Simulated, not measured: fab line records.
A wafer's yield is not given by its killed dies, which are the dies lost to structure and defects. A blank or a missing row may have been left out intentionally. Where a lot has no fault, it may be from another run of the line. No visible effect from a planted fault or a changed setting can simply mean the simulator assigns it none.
Matching of chambers + flow nand-harc + rie-diel-04 running NHARC_P_CONTACT_ETCH_35: 4 sister chambers
The step etches the open film in CF4, target depth 39 nm, time 65 s. 16 wafers are shown with their chamber, then 8 later ones without.

== WAFERS WITH THEIR CHAMBER ==
| wafer  | chamber | showerhead-plenum-p-Torr (Torr) | drypump-motor-current-A (A) | rf-vpp-V (V) |
|--------|---------|---------------------------------|-----------------------------|--------------|
| L726.1 | 3       | 1.90                            | 5.5                         | 153.8        |
| L726.4 | 1       | 1.73                            | 5.7                         | 150.5        |
| L726.6 | 3       | 1.89                            | 5.5                         | 152.7        |
| L729.4 | 2       | 1.73                            | 5.7                         | 149.6        |
| L729.5 | 0       | 1.69                            | 5.5                         | 150.9        |
| L729.6 | 1       | 1.73                            | 5.7                         | 152.6        |
| L738.1 | 2       | 1.73                            | 5.7                         | 151.3        |
| L738.2 | 1       | 1.73                            | 5.7                         | 150.3        |
| L738.5 | 2       | 1.73                            | 5.7                         | 150.8        |
| L741.2 | 0       | 1.69                            | 5.6                         | 150.0        |
| L741.4 | 2       | 1.73                            | 5.7                         | 150.3        |
| L741.6 | 2       | 1.73                            | 5.7                         | 151.1        |
| L742.1 | 0       | 1.69                            | 5.5                         | 151.0        |
| L742.4 | 3       | 1.89                            | 5.5                         | 153.7        |
| L742.5 | 3       | 1.89                            | 5.5                         | 152.9        |
| L743.1 | 0       | 1.69                            | 5.5                         | 149.4        |

SIGNATURES (means of the wafers above)
| reading                  | chamber 0 | chamber 1 | chamber 2 | chamber 3 | scatter within a chamber |
|--------------------------|-----------|-----------|-----------|-----------|--------------------------|
| showerhead-plenum-p-Torr | 1.6900    | 1.7300    | 1.7300    | 1.8925    | 0.0025                   |
| drypump-motor-current-A  | 5.525     | 5.700     | 5.700     | 5.500     | 0.025                    |
| rf-vpp-V                 | 150.325   | 151.133   | 150.620   | 153.275   | 0.806                    |
Rule: distance of a wafer from a chamber = root of the sum over the readings of ((wafer's reading minus chamber's mean) / reading's scatter) squared. The wafer belongs to the nearest chamber; if the next one is less than 2 further off, it can't be placed. The scatter: the root of (the sum of the squares of (reading less its chamber's mean) over the shown wafers, divided by (wafers less chambers)).

== WAFERS WITH NO CHAMBER GIVEN ==
| wafer  | showerhead-plenum-p-Torr (Torr) | drypump-motor-current-A (A) | rf-vpp-V (V) |
|--------|---------------------------------|-----------------------------|--------------|
| L743.2 | 1.73                            | 5.7                         | 152.1        |
| L743.3 | 1.73                            | 5.7                         | 152.2        |
| L745.1 | 1.73                            | 5.7                         | 150.3        |
| L745.2 | 1.69                            | 5.5                         | 150.6        |
| L745.4 | 1.89                            | 5.5                         | 151.5        |
| L747.3 | 1.89                            | 5.5                         | 151.5        |
| L747.4 | 1.69                            | 5.6                         | 149.0        |
| L747.6 | 1.73                            | 5.7                         | 151.2        |

== THE CHAMBER EACH PASSED THROUGH ==
| wafer  | from the rows above     | in truth |
|--------|-------------------------|----------|
| L743.2 | can't be placed: 1 or 2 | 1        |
| L743.3 | can't be placed: 1 or 2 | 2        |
| L745.1 | can't be placed: 2 or 1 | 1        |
| L745.2 | 0                       | 0        |
| L745.4 | 3                       | 3        |
| L747.3 | 3                       | 3        |
| L747.4 | 0                       | 0        |
| L747.6 | can't be placed: 1 or 2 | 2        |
Correctly placed: 4 of 8. Not placeable from these rows: 4 (in 4, the candidates include the true chamber). Wrongly placed: 0.
